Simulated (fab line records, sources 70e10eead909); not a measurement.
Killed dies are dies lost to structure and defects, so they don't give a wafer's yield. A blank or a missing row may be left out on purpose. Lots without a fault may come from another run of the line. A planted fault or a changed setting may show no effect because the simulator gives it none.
Chamber matching | flow nand_harc | NHARC_A_BONDPAD_ETCH_34 on rie_diel-01: 4 sister chambers
The step etches the open film in N2/H2, target depth 60 nm, overetch 18 nm, time 65.91 s. 14 wafers are shown with their chamber, then 7 later ones without.

WAFERS WITH THEIR CHAMBER
wafer  | chamber | drypump_motor_current_A (A) | rf_vpp_V (V) | oes_product_au (a.u.)
L689.1 | 2       | 5.2                         | 428.1        | 1.005
L689.2 | 1       | 6.4                         | 429.5        | 1.008
L689.4 | 0       | 5.1                         | 430.2        | 1.007
L688.3 | 1       | 6.3                         | 429.8        | 0.999
L688.4 | 0       | 5.1                         | 431.8        | 1.011
L688.6 | 0       | 5.2                         | 432.2        | 1.002
L690.1 | 1       | 6.3                         | 429.6        | 0.992
L690.2 | 0       | 5.2                         | 431.5        | 1.014
L690.3 | 3       | 5.3                         | 429.1        | 0.993
L691.2 | 1       | 6.3                         | 429.7        | 1.017
L691.4 | 2       | 5.3                         | 428.7        | 1.019
L691.6 | 2       | 5.2                         | 428.2        | 1.005
L696.4 | 0       | 5.1                         | 430.8        | 1.014
L696.5 | 2       | 5.3                         | 429.0        | 1.003

SIGNATURES (means of the wafers above)
reading                 | chamber 0 | chamber 1 | chamber 2 | chamber 3 | scatter within a chamber
drypump_motor_current_A | 5.140     | 6.325     | 5.250     | 5.300     | 0.0543
rf_vpp_V                | 431.300   | 429.650   | 428.500   | 429.100   | 0.561
oes_product_au          | 1.00960   | 1.00400   | 1.00800   | 0.99300   | 0.00789
Rule: a wafer's distance from a chamber is the root of the sum, over the readings, of the square of ((its reading less the chamber's mean) divided by the reading's scatter). The wafer belongs to the nearest chamber; if the next one is less than 2 further off, it can't be placed. The scatter: the root of (the sum of the squares of (reading less its chamber's mean) over the shown wafers, divided by (wafers less chambers)).

WAFERS WITHOUT THEIR CHAMBER
wafer  | drypump_motor_current_A (A) | rf_vpp_V (V) | oes_product_au (a.u.)
L696.6 | 5.3                         | 428.4        | 0.998
L697.2 | 5.3                         | 430.3        | 0.998
L697.3 | 5.1                         | 431.6        | 1.018
L697.5 | 5.1                         | 431.3        | 1.015
L700.3 | 5.2                         | 427.4        | 0.999
L700.4 | 5.1                         | 430.5        | 1.034
L700.5 | 5.3                         | 428.6        | 0.984

WHICH CHAMBER EACH WENT THROUGH
wafer  | from the rows above          | in truth
L696.6 | can't be placed: 3 or 2      | 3
L697.2 | can't be placed: 3 or 2 or 0 | 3
L697.3 | 0                            | 0
L697.5 | 0                            | 0
L700.3 | can't be placed: 2 or 3      | 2
L700.4 | 0                            | 0
L700.5 | can't be placed: 3 or 2      | 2
Placed correctly: 3 of 7. Can't be placed from these rows: 4 (the true chamber is among the candidates in 4). Placed wrongly: 0.
